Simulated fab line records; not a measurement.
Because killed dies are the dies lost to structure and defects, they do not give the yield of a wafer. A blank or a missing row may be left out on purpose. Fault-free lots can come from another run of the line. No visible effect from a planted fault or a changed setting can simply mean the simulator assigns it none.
Problem report, 8D (eight disciplines) form, completed by code + flow nand_harc + the parts of the form that need people (team, actions taken, sign-off) are left out

== 1. THE PROBLEM ==
Wafers without a fault read 119.7 nm, standard deviation 0.8; cd_nm at NHARC_A_M1_CD_MEAS_09 reads a mean of 87.6 nm on 6 wafers belonging to 2 lots. That puts it -40 standard deviations away from the usual mean.
The step: target cd 120 nm.
First observed at day 21 17:35: wafer L142.1, on cd_sem-03. The record holds 42 wafers of 14 lots with a number at this step. By rule, "out" or "out of limits" means more than 4 standard deviations away from the usual mean. Any other wafer with a number is counted as sound.

== 2. WHAT IT IS, WHAT IT ISN'T ==
| question                    | is                     | is not                                                                 |
|-----------------------------|------------------------|------------------------------------------------------------------------|
| which readings at this step | cd_nm                  | -                                                                      |
| which lots                  | L142, L143             | L128, L130, L131, L132, L133, L134, L135, L136, L138, L139, L141, L149 |
| which wafers of those lots  | all that have a number | -                                                                      |
| read on which gauges        | cd_sem-03              | cd_sem-01, cd_sem-02                                                   |
| when                        | from day 21 17:35      | up to then (33 sound wafers); but 3 sound wafers of L149 came after    |

== 3. THE SUSPECTS, EACH WITH WHAT RULES IT OUT ==
Counting: any tool at a process step up to the reading is kept as a suspect provided that every lot that is out went through it and no sound lot did after the first of them.
- the gauge at NHARC_A_M1_CD_MEAS_09 has been ruled out. All the wafers that are out were read on cd_sem-03, but those of them that NHARC_A_M1_PEB_07 has rows for are out there too, on other tools.
- rtp_anneal-02 at NHARC_A_M0_ANNEAL_30 (time 90 s): ruled out as a lasting fault. The sound lots L149 went through it after L142, its earliest lot that is out (day 21 14:47).
- litho_track-01 at NHARC_A_M1_PEB_07 (peb time 65 s): kept. All lots that are out passed through it, beginning with L142 at day 21 17:30, and no sound lot followed; its final sound lot before that point was L141 at day 20 13:55. Its own heater_power_total_W, plate_temp_C readings are out on those wafers.
The count leaves litho_track-01 at NHARC_A_M1_PEB_07.

== 4. THE CAUSE (what the simulator had put in) ==
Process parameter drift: litho_track-01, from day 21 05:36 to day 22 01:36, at NHARC_A_M1_PEB_07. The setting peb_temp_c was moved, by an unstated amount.
Only this tool survived the counting.

== 5. SEQUENCE OF EFFECTS, ordered by route ==
One row per reading whose mean, taken over the struck wafers that have a number, lies over 3 standard deviations from the usual. Only readings whose record carries a usual standard deviation are examined. hours: median over the lots of the time between each lot's start at the first step of this table that gives one and its start at this step. sigmas: the change, counted in usual standard deviations.
| hours | step                  | reading              | usual    | on struck wafers | change | sigmas |
|-------|-----------------------|----------------------|----------|------------------|--------|--------|
| 0     | NHARC_A_M1_PEB_07     | heater_power_total_W | 156.6 W  | 140.5            | -16.1  | -37    |
| 0     | NHARC_A_M1_PEB_07     | plate_temp_C         | 100.01 C | 92.39            | -7.62  | -54    |
| 0     | NHARC_A_M1_CD_MEAS_09 | cd_nm                | 119.7 nm | 87.6             | -32.1  | -40    |
| 1     | NHARC_A_M1_CD_MEAS_16 | cd_nm                | 119.5 nm | 87.2             | -32.3  | -32    |
It contains these process steps:
- NHARC_A_M1_PEB_07: peb time 65 s.

== 6. WHAT WOULD HAVE CAUGHT IT SOONER ==
The first out-of-limits reading at a measuring or inspecting step in this record came at day 21 17:35, 12 hours after the fault's start at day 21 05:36.
Tool's own readings at NHARC_A_M1_PEB_07, heater_power_total_W, plate_temp_C: out on all struck wafers the step has rows for; an alarm limit on them would have tripped on the first.
All the lots that are out (2) had begun NHARC_A_M1_PEB_07 on litho_track-01 by day 21 17:35. Holding the tool at that point would not have protected any of them.
